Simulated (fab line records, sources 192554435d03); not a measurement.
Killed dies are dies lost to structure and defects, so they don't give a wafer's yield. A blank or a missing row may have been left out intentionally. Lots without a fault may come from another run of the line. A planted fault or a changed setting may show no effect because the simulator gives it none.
Problem report, 8D (eight disciplines) form, completed by code + flow n5-finfet + the parts of the form that need people (team, actions taken, sign-off) are left out

## 1. THE PROBLEM
At N5_HKMG_FIN_COAT_41, plate-temp-C averages 244.71 C over 6 wafers from 2 lots, while fault-free wafers read 249.99 C, standard deviation 0.18. That is -29 standard deviations from the usual mean.
The step: time 60 s, resist thk 300 nm.
First observed at day 6 12:16: wafer L866.2, on litho-track-05. At this step, 29 wafers from 11 lots have a number in the record. The rule behind "out" and "out of limits": a value lying over 4 standard deviations away from the usual mean. Any other wafer with a number is counted as sound.

## 2. WHAT IT IS; WHAT IT IS NOT
| question                    | is                                 | is not                                                                                       |
|-----------------------------|------------------------------------|----------------------------------------------------------------------------------------------|
| which readings at this step | plate-temp-C, heater-power-total-W | -                                                                                            |
| which lots                  | L866, L868                         | L858, L859, L860, L864, L871, L873, L875, L876, L878                                         |
| which wafers of those lots  | all that have a number             | -                                                                                            |
| read on which tools         | litho-track-05                     | litho-track-02, litho-track-03                                                               |
| when                        | from day 6 12:16                   | up to then (11 sound wafers); but 12 sound wafers of L871, L873, L875, L876, L878 came after |

## 3. WHAT RULES OUT EACH SUSPECT
Counting: a tool stays on the suspect list if, at a process step up to the reading, it processed all lots that are out and no sound lot following the first of them.
- cmp-02 at N5_SDB_CMP_30 (polishes, stops on poly-Si, t overpolish 1.54 s, target thk 30 nm): ruled out as a lasting fault. Sound lots L871, L876 ran on it after its first lot that is out, L866 (day 6 10:46).
- litho-track-05 at N5_HKMG_FIN_COAT_41 (time 60 s, resist thk 300 nm): kept. Every lot that is out went through it, starting with L866 (day 6 12:16), and after that it ran no sound lot; the last sound lot it ran before then is L860 (day 4 22:31). Its own readings are out on those wafers: heater-power-total-W, plate-temp-C.
The count leaves litho-track-05 at N5_HKMG_FIN_COAT_41.

## 4. THE CAUSE (what the simulator had put in)
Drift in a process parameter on litho-track-05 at N5_HKMG_FIN_COAT_41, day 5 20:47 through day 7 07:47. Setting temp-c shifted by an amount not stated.
Counting left only this tool.

## 5. THE CHAIN OF EFFECTS, in route order
Each row: a reading whose mean over the struck wafers that have a number lies more than 3 standard deviations from the usual. Scope: only readings with a usual standard deviation given in the record; hours: median across lots of the time from each lot's start at the first step in this table that gives one to its start at this step; sigmas: change in usual standard deviations.
| hours | step                | reading              | usual    | on struck wafers | change | sigmas |
|-------|---------------------|----------------------|----------|------------------|--------|--------|
| 0     | N5_HKMG_FIN_COAT_41 | heater-power-total-W | 500.6 W  | 486.9            | -13.7  | -8.1   |
| 0     | N5_HKMG_FIN_COAT_41 | plate-temp-C         | 249.99 C | 244.71           | -5.28  | -29    |
The process steps in it:
- N5_HKMG_FIN_COAT_41: time 60 s, resist thk 300 nm.
Later steps that measure or inspect, where all struck wafers having a row at the step show a number for every such reading and not one has moved that far: N5_BEOL_M4_RC_MEAS_101.

## 6. HOW IT WOULD HAVE BEEN CAUGHT EARLIER
15 hours passed between the start of the fault at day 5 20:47 and the first reading out of limits in this record, taken at day 6 12:16.
